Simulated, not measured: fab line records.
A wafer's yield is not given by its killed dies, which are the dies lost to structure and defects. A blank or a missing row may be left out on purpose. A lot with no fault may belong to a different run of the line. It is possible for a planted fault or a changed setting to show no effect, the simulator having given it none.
Matching of chambers | flow n5 finfet | 4 sister chambers for N5_BEOL_M1_ETCHBACK_99 on rie diel-01
The step etches SiO2 in CHF3, target depth 5 nm, time 10.4 s. 7 wafers are shown with their chamber, then 7 later ones without.

== EACH WAFER AND ITS CHAMBER ==
wafer  | chamber | throttle valve pct (%) | drypump motor current A (A)
L081.6 | 3       | 17.23                  | 5.71
L083.4 | 0       | 16.81                  | 5.81
L083.5 | 3       | 17.25                  | 5.69
L085.5 | 2       | 17.18                  | 6.32
L085.6 | 1       | 17.30                  | 5.92
L087.2 | 2       | 17.18                  | 6.37
L087.3 | 1       | 17.28                  | 5.90

== WAFERS WHOSE CHAMBER IS MISSING ==
wafer  | throttle valve pct (%) | drypump motor current A (A)
L087.6 | 17.25                  | 5.69
L090.3 | 17.26                  | 5.69
L090.4 | 17.19                  | 6.37
L090.6 | 17.28                  | 5.91
L093.1 | 17.22                  | 6.36
L093.2 | 17.30                  | 5.91
L093.6 | 16.83                  | 5.81

== CHAMBER TAKEN BY EACH ==
wafer  | from the rows above | in truth
L087.6 | 3                   | 3
L090.3 | 3                   | 3
L090.4 | 2                   | 2
L090.6 | 1                   | 1
L093.1 | 2                   | 2
L093.2 | 1                   | 1
L093.6 | 0                   | 0
Correct placement for 7 of the 7. Number that these rows cannot place: 0. Wrongly placed: 0.
How it was worked out, from the rows above alone: a wafer's distance from a chamber is the root of the sum, over the readings, of the square of ((its reading less the chamber's mean) divided by the reading's scatter). If the next closest chamber is less than 2 further off than the closest, the wafer can't be placed; otherwise it belongs to the closest. For every chamber, the mean is computed from those of its wafers that are shown. How the scatter is found: for the shown wafers, subtract from each reading the mean of its chamber, square and add these, divide the total by (wafers less chambers), then take the root.
